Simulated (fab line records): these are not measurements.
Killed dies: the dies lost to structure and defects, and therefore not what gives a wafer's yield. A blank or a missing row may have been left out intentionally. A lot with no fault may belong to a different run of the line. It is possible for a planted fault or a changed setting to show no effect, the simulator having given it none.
Chamber matching + flow n5Finfet + N5_BEOL_M0_SAQP_ALD_48 on aldSin-04: 4 sister chambers
The step deposits SiO2, target thk 20 nm, pulse time 1 s, co reactant pulse time 1 s. 8 wafers are shown with their chamber, then 8 later ones without.

== EACH WAFER AND ITS CHAMBER ==
| wafer  | chamber | heaterPowerW (W) | precursorPulseHeightRel |
|--------|---------|------------------|-------------------------|
| L076.5 | 0       | 82               | 0.999                   |
| L079.6 | 2       | 59               | 1.053                   |
| L081.5 | 0       | 80               | 0.966                   |
| L081.6 | 3       | 66               | 1.033                   |
| L084.1 | 3       | 67               | 0.989                   |
| L084.2 | 1       | 73               | 1.010                   |
| L084.4 | 2       | 58               | 1.037                   |
| L087.1 | 1       | 73               | 0.980                   |

== WAFERS MISSING THEIR CHAMBER ==
| wafer  | heaterPowerW (W) | precursorPulseHeightRel |
|--------|------------------|-------------------------|
| L087.3 | 68               | 0.990                   |
| L087.5 | 81               | 1.014                   |
| L093.2 | 73               | 0.981                   |
| L093.4 | 67               | 0.989                   |
| L093.6 | 72               | 1.001                   |
| L094.1 | 82               | 1.000                   |
| L094.5 | 83               | 1.015                   |
| L094.6 | 68               | 0.998                   |

== WHICH CHAMBER EACH WENT THROUGH ==
| wafer  | from the rows above | in truth |
|--------|---------------------|----------|
| L087.3 | 3                   | 3        |
| L087.5 | 0                   | 0        |
| L093.2 | 1                   | 1        |
| L093.4 | 3                   | 3        |
| L093.6 | 1                   | 1        |
| L094.1 | 0                   | 0        |
| L094.5 | 0                   | 0        |
| L094.6 | 3                   | 3        |
Correct placement for 8 of the 8. From these rows, 0 cannot be placed. 0 placed wrongly.
How it was worked out, from the rows above alone: a wafer's distance from a chamber is the root of the sum, over the readings, of the square of ((its reading less the chamber's mean) divided by the reading's scatter). The wafer belongs to the nearest chamber; if the next one is less than 2 further off, it can't be placed. A chamber's mean is the mean of its shown wafers. The scatter: the root of (the sum of the squares of (reading less its chamber's mean) over the shown wafers, divided by (wafers less chambers)).
